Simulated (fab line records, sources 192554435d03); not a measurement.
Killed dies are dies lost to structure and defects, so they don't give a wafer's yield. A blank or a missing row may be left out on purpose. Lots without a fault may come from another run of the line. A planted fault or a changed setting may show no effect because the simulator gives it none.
Split-lot experiment | flow n5_finfet | 7 lots, 39 wafers read, on a route of 1938 steps

THE SPLIT
At N5_BEOL_M4_TRENCH_ETCH_37 (etches SiOC in C4F6/O2, target depth 55.555 nm, time 29.2 s), the setting target_depth_a was moved away from the recipe's 555.55 angstrom on 12 of the 39 wafers read, by -53.4% to +53.4%. The other wafers ran this setting at the recipe's value.

FROM THE SPLIT TO THE READING: what the file shows between them, 8 steps
- N5_BEOL_M4_ETCH_41: etches SiCN in CH3F/O2, target depth 29.9 nm, time 52.5 s
- N5_BEOL_M4_STRIP_97: strips in N2/H2, time 10 s
- N5_BEOL_M4_OCD_MEAS_38
- N5_BEOL_M4_HM_STRIP_39: strips TiN in peroxide tin strip, target depth 25 nm, time 158 s
- N5_BEOL_M4_SRD_40: time 30 s
- N5_BEOL_M4_ECD_50: material Cu, target thk 300 nm
- N5_BEOL_M4_ANNEAL_51: time 90 s
- N5_BEOL_M4_CMP_52: polishes, stops on SiOC, t overpolish 6.8 s, target thk 40 nm

THE READING
M4_THK, in nm, at N5_BEOL_M4_THK_MEAS_53 (measures by xrf). Fault-free wafers of this fab line usually give 39.0 nm, standard deviation 1.6 nm.

wafer  | tool, chamber at the split | target_depth_a as run, angstrom | against the recipe | M4_THK, nm | against lot-mates on the recipe
L086.1 | rie_diel-03, 0             | 259.1                           | -53.4%             | 11.3       | -27.2
L086.2 | rie_diel-03, 2             | 259.1                           | -53.4%             | 10.5       | -28.0
L086.3 | rie_diel-03, 3             | 555.55                          | recipe             | 38.0       | -
L086.4 | rie_diel-03, 1             | 259.1                           | -53.4%             | 9.0        | -29.5
L086.5 | rie_diel-03, 1             | 555.55                          | recipe             | 38.2       | -
L086.6 | rie_diel-03, 2             | 555.55                          | recipe             | 39.4       | -
L085.1 | rie_diel-02, 3             | 843.8                           | +51.9%             | 70.9       | +32.4
L085.2 | rie_diel-02, 2             | 843.8                           | +51.9%             | 66.0       | +27.5
L085.3 | rie_diel-02, 1             | 555.55                          | recipe             | 39.6       | -
L085.4 | rie_diel-02, 0             | 555.55                          | recipe             | 37.4       | -
L085.5 | rie_diel-02, 2             | 555.55                          | recipe             | 38.4       | -
L085.6 | rie_diel-02, 1             | 843.8                           | +51.9%             | 67.4       | +28.9
L087.1 | rie_diel-02, 3             | 555.55                          | recipe             | 42.2       | -
L087.2 | rie_diel-02, 1             | 555.55                          | recipe             | 39.6       | -
L087.3 | rie_diel-02, 2             | 555.55                          | recipe             | 38.3       | -
L087.4 | rie_diel-02, 0             | 555.55                          | recipe             | 39.1       | -
L087.5 | rie_diel-02, 3             | 555.55                          | recipe             | 40.6       | -
L087.6 | rie_diel-02, 0             | 555.55                          | recipe             | 37.7       | -
L089.1 | rie_diel-02, 1             | 555.55                          | recipe             | 42.6       | -
L089.2 | rie_diel-02, 2             | 339.7                           | -38.9%             | 18.3       | -22.9
L089.3 | rie_diel-02, 3             | 339.7                           | -38.9%             | 20.2       | -21.0
L089.4 | rie_diel-02, 0             | 339.7                           | -38.9%             | 18.5       | -22.7
L089.5 | rie_diel-02, 0             | 555.55                          | recipe             | 41.2       | -
L089.6 | rie_diel-02, 1             | 555.55                          | recipe             | 39.9       | -
L092.1 | rie_diel-04, 3             | 555.55                          | recipe             | 38.0       | -
L092.3 | rie_diel-04, 1             | 555.55                          | recipe             | 37.8       | -
L092.5 | rie_diel-04, 3             | 555.55                          | recipe             | 36.5       | -
L094.1 | rie_diel-04, 2             | 555.55                          | recipe             | 40.6       | -
L094.2 | rie_diel-04, 0             | 555.55                          | recipe             | 38.2       | -
L094.3 | rie_diel-04, 1             | 852                             | +53.4%             | 68.6       | +29.7
L094.4 | rie_diel-04, 3             | 555.55                          | recipe             | 38.0       | -
L094.5 | rie_diel-04, 1             | 852                             | +53.4%             | 69.2       | +30.3
L094.6 | rie_diel-04, 0             | 852                             | +53.4%             | 70.7       | +31.8
L095.1 | rie_diel-02, 1             | 555.55                          | recipe             | 39.9       | -
L095.2 | rie_diel-02, 0             | 555.55                          | recipe             | 40.2       | -
L095.3 | rie_diel-02, 3             | 555.55                          | recipe             | 39.3       | -
L095.4 | rie_diel-02, 2             | 555.55                          | recipe             | 40.1       | -
L095.5 | rie_diel-02, 1             | 555.55                          | recipe             | 39.1       | -
L095.6 | rie_diel-02, 2             | 555.55                          | recipe             | 40.7       | -

THE FIT
A straight line over all 39 wafers: M4_THK changes by +0.55 nm for each +1% of target_depth_a; r = +1.00; the points scatter about the line by 1.5 nm.
The same after taking each lot's own level away (the mean of its wafers on the recipe; 39 wafers): +0.56 nm for each +1%; r = +1.00; scatter 1.2 nm.
On that fit, the largest move of target_depth_a shifts the reading by 30 nm.
The lots' own levels span 37.43 to 41.23 nm, that is 2.4 times the standard deviation above.
So the lot-to-lot level changes the slope little: the two slopes agree.
Check: with one of the wafers moved furthest among these (+53.4%) left out of the fit, the line predicts +30.1 nm for it against its lot-mates. It came out at +29.7 nm against them.

THE WHOLE CHAIN: every reading that the file lists as answering this split, in the file's order
step                      | what it does                                                  | reading                                                                          | change (the file's fit)               | r (the file's)
N5_BEOL_M4_TRENCH_ETCH_37 | etches SiOC in C4F6/O2, target depth 55.555 nm, time 29.2 s   | BEOL_M4.feature_depth_nm (the simulator's own value, which no gauge read)        | +0.553 nm for each +1% of the setting | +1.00
N5_BEOL_M4_TRENCH_ETCH_37 | etches SiOC in C4F6/O2, target depth 55.555 nm, time 29.2 s   | etch.depth_nm (the simulator's own value, which no gauge read)                   | +0.553 nm for each +1% of the setting | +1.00
N5_BEOL_M4_TRENCH_ETCH_37 | etches SiOC in C4F6/O2, target depth 55.555 nm, time 29.2 s   | TiN_of_BEOL_M4_HM_DEP_02.thk_nm (the simulator's own value, which no gauge read) | -0.025 nm for each +1% of the setting | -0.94
N5_BEOL_M4_OCD_MEAS_38    |                                                               | trench_depth_nm                                                                  | +0.553 nm for each +1% of the setting | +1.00
N5_BEOL_M4_CMP_52         | polishes, stops on SiOC, t overpolish 6.8 s, target thk 40 nm | Cu_of_BEOL_M4_ECD_50.thk_nm (the simulator's own value, which no gauge read)     | +0.573 nm for each +1% of the setting | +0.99
N5_BEOL_M4_THK_MEAS_53    | measures by xrf                                               | M4_THK                                                                           | +0.559 for each +1% of the setting    | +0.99

THE FILE'S OWN FIT
M4_THK changes by +0.559 nm for each +1% of target_depth_a, r = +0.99.
